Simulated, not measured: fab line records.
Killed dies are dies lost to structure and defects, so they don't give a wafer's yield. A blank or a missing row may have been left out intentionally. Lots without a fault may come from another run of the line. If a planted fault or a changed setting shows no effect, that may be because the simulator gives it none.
Matching of chambers / flow nand_harc / 4 sister chambers for NHARC_A_STAIRCASE_DESCUM_252 on rie_diel-04
The step chemistry O2, time 3 s. 30 wafers are shown with their chamber, then 12 later ones without.

## EACH WAFER AND ITS CHAMBER
wafer=L079.2; chamber=0; drypump_motor_current_A (A)=6.3; showerhead_plenum_p_Torr (Torr)=1.93; oes_product_au (a.u.)=0.976
wafer=L079.4; chamber=3; drypump_motor_current_A (A)=5.2; showerhead_plenum_p_Torr (Torr)=1.80; oes_product_au (a.u.)=0.982
wafer=L079.6; chamber=1; drypump_motor_current_A (A)=5.0; showerhead_plenum_p_Torr (Torr)=1.98; oes_product_au (a.u.)=1.009
wafer=L079.1; chamber=2; drypump_motor_current_A (A)=5.3; showerhead_plenum_p_Torr (Torr)=1.77; oes_product_au (a.u.)=0.986
wafer=L079.3; chamber=1; drypump_motor_current_A (A)=5.0; showerhead_plenum_p_Torr (Torr)=1.98; oes_product_au (a.u.)=1.012
wafer=L079.5; chamber=0; drypump_motor_current_A (A)=6.2; showerhead_plenum_p_Torr (Torr)=1.93; oes_product_au (a.u.)=0.980
wafer=L081.1; chamber=2; drypump_motor_current_A (A)=5.3; showerhead_plenum_p_Torr (Torr)=1.77; oes_product_au (a.u.)=0.998
wafer=L081.5; chamber=3; drypump_motor_current_A (A)=5.2; showerhead_plenum_p_Torr (Torr)=1.80; oes_product_au (a.u.)=0.985
wafer=L081.6; chamber=2; drypump_motor_current_A (A)=5.3; showerhead_plenum_p_Torr (Torr)=1.77; oes_product_au (a.u.)=0.995
wafer=L082.1; chamber=3; drypump_motor_current_A (A)=5.2; showerhead_plenum_p_Torr (Torr)=1.80; oes_product_au (a.u.)=0.988
wafer=L082.3; chamber=1; drypump_motor_current_A (A)=5.0; showerhead_plenum_p_Torr (Torr)=1.98; oes_product_au (a.u.)=1.004
wafer=L082.4; chamber=0; drypump_motor_current_A (A)=6.3; showerhead_plenum_p_Torr (Torr)=1.93; oes_product_au (a.u.)=0.998
wafer=L082.2; chamber=0; drypump_motor_current_A (A)=6.3; showerhead_plenum_p_Torr (Torr)=1.93; oes_product_au (a.u.)=0.982
wafer=L082.5; chamber=1; drypump_motor_current_A (A)=5.0; showerhead_plenum_p_Torr (Torr)=1.98; oes_product_au (a.u.)=1.009
wafer=L082.6; chamber=3; drypump_motor_current_A (A)=5.2; showerhead_plenum_p_Torr (Torr)=1.80; oes_product_au (a.u.)=0.984
wafer=L084.4; chamber=1; drypump_motor_current_A (A)=5.0; showerhead_plenum_p_Torr (Torr)=1.97; oes_product_au (a.u.)=1.019
wafer=L084.5; chamber=2; drypump_motor_current_A (A)=5.3; showerhead_plenum_p_Torr (Torr)=1.77; oes_product_au (a.u.)=0.994
wafer=L084.6; chamber=1; drypump_motor_current_A (A)=5.0; showerhead_plenum_p_Torr (Torr)=1.97; oes_product_au (a.u.)=1.016
wafer=L089.2; chamber=3; drypump_motor_current_A (A)=5.2; showerhead_plenum_p_Torr (Torr)=1.79; oes_product_au (a.u.)=0.991
wafer=L089.3; chamber=1; drypump_motor_current_A (A)=5.0; showerhead_plenum_p_Torr (Torr)=1.97; oes_product_au (a.u.)=0.997
wafer=L089.6; chamber=2; drypump_motor_current_A (A)=5.3; showerhead_plenum_p_Torr (Torr)=1.76; oes_product_au (a.u.)=0.999
wafer=L090.1; chamber=3; drypump_motor_current_A (A)=5.2; showerhead_plenum_p_Torr (Torr)=1.79; oes_product_au (a.u.)=0.990
wafer=L090.2; chamber=2; drypump_motor_current_A (A)=5.3; showerhead_plenum_p_Torr (Torr)=1.76; oes_product_au (a.u.)=1.000
wafer=L090.6; chamber=0; drypump_motor_current_A (A)=6.2; showerhead_plenum_p_Torr (Torr)=1.92; oes_product_au (a.u.)=0.994
wafer=L092.1; chamber=0; drypump_motor_current_A (A)=6.2; showerhead_plenum_p_Torr (Torr)=1.92; oes_product_au (a.u.)=0.984
wafer=L092.2; chamber=3; drypump_motor_current_A (A)=5.2; showerhead_plenum_p_Torr (Torr)=1.79; oes_product_au (a.u.)=0.982
wafer=L092.6; chamber=1; drypump_motor_current_A (A)=5.0; showerhead_plenum_p_Torr (Torr)=1.97; oes_product_au (a.u.)=0.995
wafer=L091.2; chamber=0; drypump_motor_current_A (A)=6.3; showerhead_plenum_p_Torr (Torr)=1.92; oes_product_au (a.u.)=0.997
wafer=L091.3; chamber=1; drypump_motor_current_A (A)=5.0; showerhead_plenum_p_Torr (Torr)=1.97; oes_product_au (a.u.)=1.006
wafer=L091.6; chamber=3; drypump_motor_current_A (A)=5.2; showerhead_plenum_p_Torr (Torr)=1.79; oes_product_au (a.u.)=0.993

SIGNATURES (averages over the wafers above)
reading=drypump_motor_current_A; chamber 0=6.257; chamber 1=5.000; chamber 2=5.300; chamber 3=5.200; scatter within a chamber=0.0257
reading=showerhead_plenum_p_Torr; chamber 0=1.9257; chamber 1=1.9744; chamber 2=1.7667; chamber 3=1.7950; scatter within a chamber=0.00529
reading=oes_product_au; chamber 0=0.98729; chamber 1=1.00744; chamber 2=0.99533; chamber 3=0.98687; scatter within a chamber=0.00691
Rule: distance of a wafer from a chamber = root of the sum over the readings of ((wafer's reading minus chamber's mean) / reading's scatter) squared. The wafer belongs to the nearest chamber; if the next one is less than 2 further off, it can't be placed. The scatter is the square root of a quotient: the sum, over the shown wafers, of each reading's squared deviation from its chamber's mean, divided by wafers minus chambers.

## WAFERS WITH NO CHAMBER GIVEN
wafer=L095.1; drypump_motor_current_A (A)=5.0; showerhead_plenum_p_Torr (Torr)=1.96; oes_product_au (a.u.)=0.998
wafer=L095.2; drypump_motor_current_A (A)=5.2; showerhead_plenum_p_Torr (Torr)=1.79; oes_product_au (a.u.)=0.996
wafer=L095.5; drypump_motor_current_A (A)=6.3; showerhead_plenum_p_Torr (Torr)=1.92; oes_product_au (a.u.)=1.002
wafer=L094.1; drypump_motor_current_A (A)=5.3; showerhead_plenum_p_Torr (Torr)=2.07; oes_product_au (a.u.)=0.985
wafer=L094.2; drypump_motor_current_A (A)=5.2; showerhead_plenum_p_Torr (Torr)=1.79; oes_product_au (a.u.)=0.989
wafer=L094.5; drypump_motor_current_A (A)=6.3; showerhead_plenum_p_Torr (Torr)=1.92; oes_product_au (a.u.)=0.996
wafer=L097.1; drypump_motor_current_A (A)=5.2; showerhead_plenum_p_Torr (Torr)=1.78; oes_product_au (a.u.)=0.995
wafer=L097.3; drypump_motor_current_A (A)=5.0; showerhead_plenum_p_Torr (Torr)=1.96; oes_product_au (a.u.)=1.009
wafer=L097.4; drypump_motor_current_A (A)=5.3; showerhead_plenum_p_Torr (Torr)=2.07; oes_product_au (a.u.)=0.990
wafer=L097.2; drypump_motor_current_A (A)=6.2; showerhead_plenum_p_Torr (Torr)=1.92; oes_product_au (a.u.)=1.008
wafer=L097.5; drypump_motor_current_A (A)=5.0; showerhead_plenum_p_Torr (Torr)=1.96; oes_product_au (a.u.)=1.012
wafer=L097.6; drypump_motor_current_A (A)=5.3; showerhead_plenum_p_Torr (Torr)=2.07; oes_product_au (a.u.)=0.996

## WHICH CHAMBER EACH WENT THROUGH
wafer=L095.1; from the rows above=1; in truth=1
wafer=L095.2; from the rows above=3; in truth=3
wafer=L095.5; from the rows above=0; in truth=0
wafer=L094.1; from the rows above=1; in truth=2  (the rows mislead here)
wafer=L094.2; from the rows above=3; in truth=3
wafer=L094.5; from the rows above=0; in truth=0
wafer=L097.1; from the rows above=can't be placed: 3 or 2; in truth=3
wafer=L097.3; from the rows above=1; in truth=1
wafer=L097.4; from the rows above=1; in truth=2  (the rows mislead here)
wafer=L097.2; from the rows above=0; in truth=0
wafer=L097.5; from the rows above=1; in truth=1
wafer=L097.6; from the rows above=1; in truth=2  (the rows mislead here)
Correctly placed: 8 of 12. Not placeable from these rows: 1 (in 1, the candidates include the true chamber). Number placed wrongly: 3.
